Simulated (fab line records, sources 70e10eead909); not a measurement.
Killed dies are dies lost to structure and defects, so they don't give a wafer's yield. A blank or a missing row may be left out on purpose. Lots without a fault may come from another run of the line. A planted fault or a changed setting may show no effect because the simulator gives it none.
fab line records | flow nand_harc
record lots=6 wafers=18 last_day=32
route steps=1302 shown A_STAIRCASE@879 A_SGD_CUT@890 END@1302
lots that met no fault: from a run of the same line without faults
start_h: hours from the record's first day to the start of the lot's first wafer shown | wait_h: hours since the lot's step before | " the same as in the row above | L1.1+2: a row that stands for several wafers | - no value, or no start given | * or withheld: withheld | < > ~ a bound
route shown NAME@n: a module of which the file shows steps, and the number in the route of the first | usual: mean/standard deviation of fault-free wafers | same: alike in all rows | chamber/n: place in a boat | sites: the reading at each site | _std_site: their standard deviation | _edge_site: outer sites' mean less inner sites' | radius_mm: how far each site lies from the wafer's centre | mask NAME#n: copy n | behind: the tool/chamber that last shaped the wafer | hold: why the lot was held/for how many hours/how that ended | device: the transistor (n, p or np) that didn't switch | end of line: the same wafers' tests at the end of the route | a step without rows: its recipe alone | killed: dies lost to structure and defects at the first sort, not the wafer's yield | map: a wafer's dies, x killed, . not, _ none there
set.NAME: the setting as run; set.NAME@STEP: as run at that earlier step | model.NAME: the simulator's own value behind a step, which no gauge read
lots at some steps of the route; a table a step, a row a wafer
services: from which hour (start_h, from the record's first day; less than 0 if before it) a tool's chamber was out of use, for how many hours, and why
## steps
# step NHARC_A_STAIRCASE_SRD_154
# step NHARC_A_STAIRCASE_ETCH_403
# recipe target_depth_a=1082 chemistry=dHF material=SiO2
# step NHARC_A_STAIRCASE_ETCHBACK_422
# recipe target_depth_a=400 over_etch_frac=0.3 time_s=74.286 ion_energy_ev=120 ch3f_flow_sccm=50 o2_flow_sccm=30 ar_flow_sccm=200 rf_w=500 bias_w=100 chemistry=CH3F/O2
# usual ch3f_flow_sccm=50.00/0.15 drypump_motor_current_A=5.6/0.43 o2_flow_sccm=30.01/0.085 oes_product_au=0.96/0.036 rf_vpp_V=243.8/1.7 showerhead_plenum_p_Torr=2.42/0.1 throttle_valve_pct=20.663/0.0094
# columns lot.wafer tool chamber start_h wait_h ch3f_flow_sccm drypump_motor_current_A o2_flow_sccm oes_product_au rf_hours_counter_h rf_vpp_V showerhead_plenum_p_Torr throttle_valve_pct
L716.1 rie_diel-02 2 434.00 0.1 50.38 5.7 30.05 0.93 11 245.0 2.48 20.662
L716.2 " 0 " " 50.01 5.1 29.93 0.93 11 242.2 2.37 20.661
L716.6 " 0 " " 50.06 5.1 30.12 0.92 - 242.6 2.37 20.664
L723.3 rie_diel-05 1 515.46 0.1 50.26 4.8 30.05 0.93 32 246.8 2.51 20.676
L723.6 " 3 " " 50.14 4.9 30.09 0.92 - 242.0 2.34 20.658
L723.5 " 0 " " 50.20 6.1 29.99 0.93 - 245.0 2.44 20.656
L727.2 rie_diel-04 1 556.84 0.1 49.88 5.9 29.98 0.99 5 241.9 2.39 20.678
L727.1 " 3 " " 49.76 6.1 29.91 1.00 3 243.7 2.47 20.665
L727.4 " 1 " " 49.94 5.9 29.90 0.99 - 243.3 2.39 20.671
L728.3 rie_diel-04 3 557.65 0.1 50.26 6.2 30.13 0.99 3 243.5 2.47 20.662
L728.6 " 3 " " 50.07 6.1 30.01 1.00 - 244.3 2.47 20.680
L728.4 " 1 " " 49.89 5.9 30.13 1.00 - 243.8 2.39 20.668
L729.2 rie_diel-02 3 570.27 0.1 49.99 5.6 29.98 0.92 31 242.2 2.29 20.656
L729.1 " 0 " " 50.04 5.1 30.15 0.93 65 242.9 2.35 20.664
L729.5 " 3 " " 49.78 5.6 29.98 0.93 - 241.9 2.29 20.673
L736.1 rie_diel-02 3 640.96 0.2 50.02 5.6 30.11 0.99 17 242.4 2.28 20.673
L736.5 " 0 " " 49.74 5.1 30.13 1.01 - 243.4 2.34 20.651
L736.6 " 1 " " 50.05 5.7 29.97 1.00 - 247.3 2.63 20.652
# step NHARC_A_STAIRCASE_ETCH_423
# recipe target_depth_a=300 chemistry=dHF material=SiO2
# step NHARC_A_STAIRCASE_ETCHBACK_157
# recipe target_depth_a=900 over_etch_frac=0.3 time_s=167.14 ion_energy_ev=120 ch3f_flow_sccm=50 o2_flow_sccm=30 ar_flow_sccm=200 rf_w=500 bias_w=100 chemistry=CH3F/O2
# usual ch3f_flow_sccm=50.01/0.15 drypump_motor_current_A=5.6/0.47 o2_flow_sccm=30.00/0.085 oes_product_au=0.97/0.034 rf_vpp_V=243.7/1.3 showerhead_plenum_p_Torr=2.41/0.086 throttle_valve_pct=20.663/0.0093
# columns lot.wafer tool chamber start_h wait_h ch3f_flow_sccm drypump_motor_current_A o2_flow_sccm oes_product_au rf_hours_counter_h rf_vpp_V showerhead_plenum_p_Torr throttle_valve_pct
L716.1 rie_diel-02 2 434.39 0.1 50.27 5.7 29.99 0.95 11 246.0 2.48 20.666
L716.2 " 1 " " 50.02 5.7 29.88 0.95 12 246.6 2.66 20.660
L716.6 " 0 " " 49.85 5.1 29.85 0.95 - 242.1 2.37 20.667
L723.3 rie_diel-04 3 515.86 0.2 49.86 6.2 30.04 0.91 47 245.3 2.48 20.670
L723.5 " 1 " " 50.11 5.9 30.04 0.92 - 245.1 2.40 20.671
L723.6 " 2 " " 49.69 5.1 30.04 0.92 - 242.6 2.32 20.671
L727.2 rie_diel-04 2 557.25 0.2 49.96 5.1 29.84 1.00 4 241.9 2.31 20.660
L727.1 " 3 " " 50.28 6.1 30.02 1.00 3 244.9 2.47 20.660
L727.4 " 2 " " 50.01 5.1 29.91 1.01 - 242.1 2.31 20.660
L728.4 rie_diel-02 3 558.04 0.2 50.23 5.6 30.02 0.93 26 243.4 2.29 20.670
L728.3 " 2 " " 49.84 5.7 29.75 0.93 53 242.7 2.46 20.666
L728.6 " 3 " " 50.18 5.7 30.02 0.93 - 243.4 2.29 20.671
L729.2 rie_diel-02 3 570.65 0.1 49.78 5.6 30.02 0.96 31 242.2 2.29 20.659
L729.1 " 2 " " 49.92 5.7 30.01 0.96 58 243.4 2.46 20.679
L729.5 " 0 " " 50.03 5.1 29.98 0.95 - 243.4 2.35 20.667
L736.1 rie_diel-02 3 641.38 0.2 49.84 5.6 30.08 1.00 17 242.0 2.28 20.673
L736.6 " 0 " " 50.23 5.1 30.00 1.00 - 243.3 2.34 20.643
L736.5 " 1 " " 49.99 5.7 29.95 1.00 - 247.6 2.63 20.666
# step NHARC_A_STAIRCASE_STRIP_475
# recipe time_s=20 o2_flow_sccm=500 ar_flow_sccm=0 bias_w=0 chemistry=O2
# usual drypump_motor_current_A=5.6/0.47 o2_flow_sccm=500.2/1.6 oes_product_au=1.001/0.0066 rf_vpp_V=57.5/0.87 showerhead_plenum_p_Torr=3.46/0.12 throttle_valve_pct=17.037/0.0095
# columns lot.wafer tool chamber start_h wait_h drypump_motor_current_A o2_flow_sccm oes_product_au rf_hours_counter_h rf_vpp_V showerhead_plenum_p_Torr throttle_valve_pct
L716.2 rie_diel-02 1 434.63 0.2 5.7 502.7 1.008 12 58.1 3.80 17.057
L716.1 " 2 " " 5.7 502.0 1.004 11 57.1 3.56 17.038
L716.6 " 1 " " 5.7 496.3 1.003 - 58.1 3.80 17.027
L723.3 rie_diel-04 1 - - 5.9 498.9 0.999 50 57.0 3.44 17.042
L723.5 " 3 " " 6.2 499.0 1.003 - 58.3 3.55 17.036
L723.6 " 0 " " 5.6 502.0 1.010 - 56.9 3.38 17.059
L727.1 rie_diel-04 3 557.45 0.1 6.2 499.1 0.998 3 58.4 3.55 17.045
L727.2 " 2 " " 5.1 499.8 0.993 4 57.9 3.33 17.022
L727.4 " 3 " " 6.2 499.4 0.991 - 58.2 3.55 17.040
L728.3 rie_diel-02 0 - - 5.1 498.0 1.012 58 56.8 3.38 17.021
L728.4 " 1 " " 5.7 500.0 1.008 58 58.7 3.77 17.036
L728.6 " 2 " " 5.7 501.2 0.999 - 56.9 3.54 17.045
L729.2 rie_diel-02 3 - - 5.6 499.2 1.010 31 56.9 3.29 17.034
L729.1 " 0 " " 5.1 500.7 1.005 65 55.6 3.38 17.033
L729.5 " 2 " " 5.7 500.4 1.000 - 58.7 3.53 17.024
L736.1 rie_diel-02 0 - - 5.1 500.6 1.000 18 57.9 3.37 17.030
L736.6 " 1 " " 5.7 502.0 1.009 - 58.8 3.76 17.030
L736.5 " 2 " " 5.7 501.1 1.010 - 57.2 3.53 17.034
# step NHARC_A_STAIRCASE_DEP_471
# recipe target_thk_a=1000 temp_c=400 pressure_torr=6.5 rf_w=900 teos_flow_sccm=161.4 flow_sccm=2650 target_thk_nm=100 gas=O2 material=SiO2
# step NHARC_A_STAIRCASE_CMP_472
# recipe material=SiO2
# usual motor_current_A=11.7/1.6 slurry_flow_ml_min=150.0/0.46
# columns lot.wafer tool chamber start_h wait_h motor_current_A slurry_flow_ml_min
L716.1 cmp-04 1 435.05 0.2 9.5 149.9
L716.2 " 2 " " 10.9 149.2
L716.6 " 3 " " 10.5 149.9
L723.3 cmp-04 0 516.40 0.2 13.2 149.4
L723.5 " 3 " " 10.5 149.9
L723.6 " 0 " " 13.6 149.9
L727.1 cmp-01 2 557.82 0.2 14.1 149.7
L727.4 " 3 " " 12.6 150.3
L727.2 " 0 " " 9.8 150.1
L728.3 cmp-02 1 558.64 0.2 11.3 148.9
L728.4 " 2 " " 12.6 150.5
L728.6 " 3 " " 12.2 150.4
L729.2 cmp-04 1 571.28 0.2 9.5 149.8
L729.1 " 3 " " 10.4 149.4
L729.5 " 0 " " 14.1 150.6
L736.1 cmp-01 0 642.02 0.3 9.9 149.6
L736.6 " 1 " " 14.0 150.0
L736.5 " 2 " " 13.2 150.1
# step NHARC_A_STAIRCASE_SRD_474
# step NHARC_A_STAIRCASE_INSPECT_155
# usual raw_defect_count=446/130
# columns lot.wafer tool chamber start_h wait_h raw_defect_count
L716.1 defect_inspect-01 - 435.35 0.1 403
L716.2 " - " " 372
L716.6 " - " " 308
L723.3 defect_inspect-01 - 516.72 0.1 519
L723.5 " - " " 478
L723.6 " - " " 778
L727.1 defect_inspect-02 - 558.16 0.1 436
L727.2 " - " " 441
L727.4 " - " " 392
L728.3 defect_inspect-01 - 558.93 0.1 322
L728.4 " - " " 300
L728.6 " - " " 297
L729.1 defect_inspect-02 - 571.59 0.1 318
L729.2 " - " " 282
L729.5 " - " " 293
L736.1 defect_inspect-01 - 642.29 0.1 359
L736.5 " - " " 505
L736.6 " - " " 407
# step NHARC_A_SGD_CUT_DEP_00
# recipe target_thk_a=500 temp_c=400 target_thk_nm=50 flow_sccm=200 rf_w=450 material=SiNx
# usual heater_power_w=715/110
# columns lot.wafer tool chamber start_h wait_h heater_power_w
L716.1 pecvd-01 1 435.44 0.1 873
L716.2 " 2 " " 645
L716.6 " 1 " " 899
L723.3 pecvd-02 0 516.91 0.2 582
L723.5 " 2 " " 651
L723.6 " 0 " " 574
L727.1 pecvd-01 1 558.23 0.1 777
L727.2 " 0 " " 812
L727.4 " 0 " " 818
L728.3 pecvd-02 1 559.06 0.1 842
L728.4 " 0 " " 615
L728.6 " 1 " " 818
L729.1 pecvd-01 1 571.66 0.1 824
L729.2 " 2 " " 657
L729.5 " 2 " " 623
L736.1 pecvd-02 0 642.35 0.1 563
L736.5 " 1 " " 805
L736.6 " 2 " " 582
# step NHARC_A_SGD_CUT_DEHYDRATE_01
# recipe temp_c=150 time_s=120
# step NHARC_A_SGD_CUT_HMDS_02
# recipe time_s=30
# step NHARC_A_SGD_CUT_COAT_56
# recipe temp_c=260 time_s=75
# step NHARC_A_SGD_CUT_COAT_57
# recipe temp_c=225 time_s=65
# step NHARC_A_SGD_CUT_COAT_03
# recipe spin_rpm=1500 resist_thk_nm=90
# step NHARC_A_SGD_CUT_SOFTBAKE_04
# recipe temp_c=105 time_s=55
# step NHARC_A_SGD_CUT_EBR_05
# step NHARC_A_SGD_CUT_EXPOSE_06
# recipe na=1.35 dose_mj=85.59 mask_id=SGD
# step NHARC_A_SGD_CUT_PEB_07
# recipe peb_temp_c=100 peb_time_s=65
# step NHARC_A_SGD_CUT_DEVELOP_08
# recipe develop_time_s=35 dev_temp_c=23
# step NHARC_A_SGD_CUT_CD_MEAS_09
# recipe target_cd_nm=100 landing_energy_ev=500
# usual cd_nm=99.9/0.4
# columns lot.wafer tool chamber start_h wait_h cd_nm
L716.1 cd_sem-01 0 436.14 - 99.6
L716.2 " 0 " " 100.4
L716.6 " 0 " " 99.3
L723.3 cd_sem-01 0 517.47 - 99.5
L723.5 " 0 " " 100.0
L723.6 " 0 " " 100.0
L727.1 cd_sem-01 0 558.95 - 99.5
L727.2 " 0 " " 99.5
L727.4 " 0 " " 100.4
L728.3 cd_sem-03 0 559.72 - 99.8
L728.4 " 0 " " 100.1
L728.6 " 0 " " 99.7
L729.1 cd_sem-02 0 572.38 - 99.7
L729.2 " 0 " " 99.6
L729.5 " 0 " " 99.8
L736.1 cd_sem-01 0 643.08 - 100.4
L736.5 " 0 " " 100.4
L736.6 " 0 " " 100.5
# step NHARC_A_SGD_CUT_OVL_MEAS_10
# usual overlay_x_nm=-0.1/0.95 overlay_y_nm=-0.1/0.76
# columns lot.wafer tool chamber start_h wait_h overlay_x_nm overlay_y_nm
L716.1 overlay-02 - 436.23 - 1.4 1.8
L716.2 " - " " 0.8 1.5
L716.6 " - " " 1.6 1.2
L723.3 overlay-01 - 517.56 - -0.6 -0.6
L723.5 " - " " -1.7 -0.3
L723.6 " - " " -0.5 -0.7
L727.1 overlay-01 - 559.04 - -1.6 -0.7
L727.2 " - " " -1.3 -1.3
L727.4 " - " " -1.3 -0.9
L728.3 overlay-01 - 559.81 - -0.5 -0.8
L728.4 " - " " -0.5 -0.4
L728.6 " - " " 0.0 0.2
L729.1 overlay-02 - 572.47 - 0.3 0.3
L729.2 " - " " -0.8 0.2
L729.5 " - " " -0.7 -0.2
L736.1 overlay-01 - 643.17 - -0.4 0.2
L736.5 " - " " 0.1 0.5
L736.6 " - " " -0.7 -0.1
# step NHARC_A_SGD_CUT_INSPECT_11
# usual raw_defect_count=61/29
# columns lot.wafer tool chamber start_h wait_h hold raw_defect_count
L716.1 defect_inspect-02 - 436.27 0.0 - 59
L716.2 " - " " - 72
L716.6 " - " " - 55
L723.3 defect_inspect-02 - 517.59 0.0 - 120
L723.5 " - " " - 107
L723.6 " - " " - 109
L727.1 defect_inspect-02 - 559.08 0.0 await_dispo/0.2h/release 1198
L727.2 " - " " await_dispo/0.2h/release 1275
L727.4 " - " " await_dispo/0.2h/release 1249
L727.1 defect_inspect-02 - 559.25 0.2 - 1213
L727.2 " - " " - 1268
L727.4 " - " " - 1236
L728.3 defect_inspect-01 - 559.84 0.0 - 49
L728.4 " - " " - 54
L728.6 " - " " - 44
L729.1 defect_inspect-01 - 572.51 0.0 await_dispo/0.2h/release 1227
L729.2 " - " " await_dispo/0.2h/release 1237
L729.5 " - " " await_dispo/0.2h/release 1178
L729.1 defect_inspect-01 - 572.68 0.2 - 1243
L729.2 " - " " - 1235
L729.5 " - " " - 1169
L736.1 defect_inspect-01 - 643.20 0.0 - 84
L736.5 " - " " - 85
L736.6 " - " " - 85
# step NHARC_A_SGD_CUT_DESCUM_14
# recipe time_s=3 o2_flow_sccm=200 ar_flow_sccm=0 bias_power_w=0 chemistry=O2
# usual drypump_motor_current_A=5.6/0.4 o2_flow_sccm=200.0/0.6 oes_product_au=0.999/0.0072 rf_vpp_V=57.8/0.92 showerhead_plenum_p_Torr=1.89/0.063 throttle_valve_pct=11.311/0.0089
# columns lot.wafer tool chamber start_h wait_h hold drypump_motor_current_A o2_flow_sccm oes_product_au rf_hours_counter_h rf_vpp_V showerhead_plenum_p_Torr throttle_valve_pct
L716.2 rie_diel-13 1 436.33 0.1 - 5.1 201.0 1.004 5 55.1 1.85 11.306
L716.1 " 3 " " - 5.8 198.5 0.992 4 56.4 1.87 11.303
L716.6 " 0 " " - 6.4 199.2 0.998 - 57.1 1.86 11.312
L723.3 rie_diel-13 0 517.68 0.1 - 6.3 199.2 0.998 10 58.1 1.86 11.303
L723.6 " 1 " " - 5.1 199.9 1.013 - 58.2 1.85 11.302
L723.5 " 2 " " - 5.4 200.6 0.997 - 57.6 1.96 11.304
L728.3 rie_diel-13 2 559.91 0.1 - 5.4 199.8 0.991 2 59.3 1.96 11.313
L728.4 " 0 " " - 6.3 199.3 0.992 3 58.4 1.86 11.302
L728.6 " 2 " " - 5.4 199.9 0.987 - 57.7 1.96 11.307
L727.4 rie_diel-09 3 564.08 4.8 await_dispo/4.8h/release 5.7 201.3 0.997 2 58.0 1.89 11.309
L727.2 " 0 " " await_dispo/4.8h/release 6.1 200.3 0.999 2 57.4 2.01 11.324
L727.1 " 1 " " await_dispo/4.8h/release 5.4 201.1 1.008 2 57.1 1.79 11.320
L729.2 rie_diel-13 2 575.18 2.5 await_dispo/2.4h/release 5.4 200.9 0.995 3 59.1 1.96 11.309
L729.1 " 0 " " await_dispo/2.4h/release 6.3 199.9 0.997 3 57.9 1.86 11.313
L729.5 " 2 " " await_dispo/2.4h/release 5.4 200.1 1.002 - 59.5 1.96 11.326
L736.1 rie_diel-09 2 643.28 0.1 - 5.8 197.8 1.004 5 57.8 1.97 11.306
L736.5 " 0 " " - 6.1 200.8 1.005 - 58.1 2.01 11.308
L736.6 " 1 " " - 5.4 199.7 1.013 - 57.7 1.79 11.297
# step NHARC_END_SORT_01
# recipe temp_c=25
# usual killed_at_array=53/18 killed_at_other=0.9/1.3 killed_at_periphery=4/3.1 killed_dies=58/18 killed_open=3.4/2 killed_short=2.5/1.8
# same gross_dies=677
# columns lot.wafer tool chamber start_h wait_h killed_at_array killed_at_other killed_at_periphery killed_dies killed_open killed_short
L727.1 prober-02 0 718.81 2.5 119 0 1 120 3 1
L727.2 prober-02 0 719.62 2.8 90 0 4 94 3 5
L727.4 prober-02 0 721.23 3.4 84 0 2 86 4 2
L729.1 prober-01 0 726.07 2.5 129 0 8 137 6 2
L729.2 prober-01 0 726.88 2.8 137 1 10 148 4 4
L729.5 prober-01 0 729.28 3.7 126 0 10 136 1 1
# killed by level:class
L727.1 A_SGD_CUT:unspecified=93 A_CHANNEL_HOLE_D1:chamber_film_flake=5 A_CHANNEL_HOLE_D2:chamber_film_flake=5 A_CONTACT:chamber_film_flake=5 A_SLIT:chamber_film_flake=4 A_CHANNEL_FILL_D1:geometric_particle:open=1 A_DECK1_JOINT:geometric_particle:open=1 A_CHANNEL_FILL_D2:geometric_particle:open=1
L727.2 A_SGD_CUT:unspecified=54 A_CHANNEL_HOLE_D2:chamber_film_flake=15 A_CHANNEL_HOLE_D1:chamber_film_flake=6 A_CONTACT:chamber_film_flake=5 A_CHANNEL_FILL_D1:geometric_particle:short=2 P_STI:chamber_film_flake=2 A_CHANNEL_FILL_D2:chamber_film_flake=2 P_M0:geometric_particle:open=1
L727.4 A_SGD_CUT:unspecified=48 A_CHANNEL_HOLE_D2:chamber_film_flake=17 A_CONTACT:chamber_film_flake=6 A_CHANNEL_HOLE_D1:chamber_film_flake=5 A_CHANNEL_FILL_D2:geometric_particle:open=2 A_CHANNEL_FILL_D2:chamber_film_flake=2 P_CONTACT:geometric_particle:open=1 A_CHANNEL_FILL_D1:geometric_particle:short=1
L729.1 A_SGD_CUT:unspecified=94 A_CHANNEL_HOLE_D1:chamber_film_flake=19 P_CONTACT:chamber_film_flake=5 A_SLIT:chamber_film_flake=5 A_STAIRCASE:chamber_film_flake=4 P_GATE:geometric_particle:short=1 P_GATE:geometric_particle:open=1 P_CONTACT:geometric_particle:open=1
L729.2 A_SGD_CUT:unspecified=93 A_CHANNEL_HOLE_D1:chamber_film_flake=36 P_CONTACT:chamber_film_flake=7 A_ZERO_WELL:chamber_film_flake=2 P_M1:geometric_particle:open=1 P_M1:geometric_particle:short=1 A_SOURCE_PLATE:geometric_particle:open=1 A_CHANNEL_FILL_D1:geometric_particle:short=1
L729.5 A_SGD_CUT:unspecified=91 A_CHANNEL_HOLE_D1:chamber_film_flake=30 P_CONTACT:chamber_film_flake=9 A_SLIT:chamber_film_flake=2 P_M0:geometric_particle:open=1 A_SOURCE_PLATE:geometric_particle:short=1 A_STAIRCASE:chamber_film_flake=1 A_WL_FILL:chamber_film_flake=1
# map L727.1 (x killed, . not)
____________.____________
_________.xxxxxx_________
_______.xxxxxxxx.._______
______.xxxxxxxxx...______
_____.xxxxxxxxx.x..._____
____...xxxxxxxxxx....____
____..xxxxxxxxxxxx.x.____
___....xxxxxxxxxx.....___
___....xxxxxxxxx......___
__......xxxxxxxx.......__
__.....xxxxxxxx........__
_....x.xxxxxxxx........._
_........x.xx..........x_
_........x.............._
_......................._
_....x.................._
...................x.....
.......................x.
................x....x...
.......................x.
.......................x.
_................x......_
_.x.......x......x......_
_................x......_
_......................._
_......................._
__...........x.........__
__.....................__
___...................___
___.......x...........___
____.................____
____......x..........____
_____..............._____
______.............______
_______..........._______
_________......._________
____________.____________
# map L729.2 (x killed, . not)
____________x____________
_________xxxxxx._________
_______xxxxxxxx..._______
______.xxxxxxxxx...______
_____...xxxxxxxx...._____
____..xxxxxxxxxx.....____
____...xxxxxxxxx....x____
___....xxxxxxxxxx.....___
___....xxxxxxxxxx.....___
__..x.x.xxxxxxx........__
__...x..xxxxxxxx.......__
_.......xxxxxxx........._
_..x....x.xx............_
_......................._
_...................x..._
_......................._
....x..................x.
................x..x.....
................xxxx.x...
....x...........xxxx.....
...............xxx.......
_..............xxxxx...._
_x.............xxxxx...._
_.............xxxx.x...._
_...............xx......_
_...............xx......_
__..............xx.....__
__...............x.x...__
___..............x....___
___...................___
____......x..........____
____.x..x............____
_____..............._____
______...x.........______
_______..........._______
_________......._________
____________.____________
## services
# columns tool chamber start_h hours kind
rie_diel-09 0 411.04 4.2 repair
rie_diel-02 2 485.22 11.9 repair
cmp-04 - 489.64 7.1 repair
pecvd-02 0 491.84 22.6 repair
pecvd-01 - 492.15 13.0 pm
rie_diel-13 3 500.81 2.5 repair
pecvd-02 1 501.37 16.9 repair
rie_diel-13 0 502.74 1.3 repair
cmp-04 - 503.31 4.0 pm
rie_diel-04 - 518.10 0.4 repair
rie_diel-13 - 519.00 9.0 pm
rie_diel-04 - 532.73 9.0 pm
cmp-04 - 534.73 2.6 repair
rie_diel-04 0 556.36 9.9 repair
rie_diel-02 - 571.95 9.0 pm
cmp-04 - 575.16 0.8 repair
rie_diel-04 2 578.68 6.6 repair
cmp-04 - 588.44 1.9 repair
pecvd-02 - 589.31 13.0 pm
cmp-04 - 601.31 4.0 pm
rie_diel-13 1 603.92 5.6 repair
cmp-04 - 614.50 0.6 repair
rie_diel-02 2 614.89 11.9 repair
cmp-04 - 637.15 0.6 repair
## key
first_sign step=NHARC_A_SGD_CUT_INSPECT_11 reading=visit direction=added
effect step=NHARC_A_SGD_CUT_INSPECT_11 reading=raw_defect_count direction=up sigmas=40 usual=61 struck=1227
effect step=NHARC_END_SORT_01 reading=killed_dies direction=up sigmas=3.5 usual=58 struck=120
more_kills_born_at NHARC_A_SGD_CUT_DEP_00@pecvd-01=473
met_at NHARC_A_SGD_CUT_DEP_00
struck_wafers L727.1,L727.2,L727.4,L729.1,L729.2,L729.5
tester_left_out L727,L729
onset_between 435.44 558.23
fault kind=chamber_particle_source tool=pecvd-01 chamber=- onset_h=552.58 steps=NHARC_A_SGD_CUT_DEP_00 rate_per_visit_cm2=1.808 end_h=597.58
# tester_left_out: of these lots the tester's yield and bins aren't shown, on N5 and GAA mostly nor the transistor test; their killed dies are dies lost to structure and defects alone, not to doping, threshold or leakage, so they don't give the yield
